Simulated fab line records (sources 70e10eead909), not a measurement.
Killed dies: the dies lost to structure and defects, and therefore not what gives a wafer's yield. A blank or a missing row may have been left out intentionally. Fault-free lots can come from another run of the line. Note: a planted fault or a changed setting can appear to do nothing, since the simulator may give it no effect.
Chamber matching ; flow nand harc ; NHARC_P_M1_DEP_33 on pecvd-04 has 3 sister chambers
The step deposits SiCN, target thk 30 nm. 6 wafers are shown with their chamber, then 8 later ones without.

## WAFERS WITH THEIR CHAMBER
wafer;chamber;heater power w (W)
L079.4;0;653
L086.1;2;573
L089.1;0;523
L089.4;2;576
L089.5;1;477
L091.1;1;414

## WAFERS WHOSE CHAMBER IS MISSING
wafer;heater power w (W)
L091.3;503
L091.5;520
L091.2;635
L091.4;643
L091.6;425
L093.3;432
L093.5;660
L093.6;435

## THE CHAMBER EACH PASSED THROUGH
wafer;from the rows above;in truth
L091.3;can't be placed: 1 or 2 or 0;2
L091.5;can't be placed: 2 or 0 or 1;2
L091.2;can't be placed: 0 or 2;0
L091.4;can't be placed: 0 or 2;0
L091.6;1;1
L093.3;1;1
L093.5;can't be placed: 0 or 2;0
L093.6;1;1
Correctly placed: 3 of 8. Can't be placed from these rows: 5 (the true chamber is among the candidates in 5). Placed wrongly: 0.
How it was worked out, from the rows above alone: a wafer's distance from a chamber is the root of the sum, over the readings, of the square of ((its reading less the chamber's mean) divided by the reading's scatter). If the next closest chamber is less than 2 further off than the closest, the wafer can't be placed; otherwise it belongs to the closest. A chamber's mean is the mean of its shown wafers. How the scatter is found: for the shown wafers, subtract from each reading the mean of its chamber, square and add these, divide the total by (wafers less chambers), then take the root.
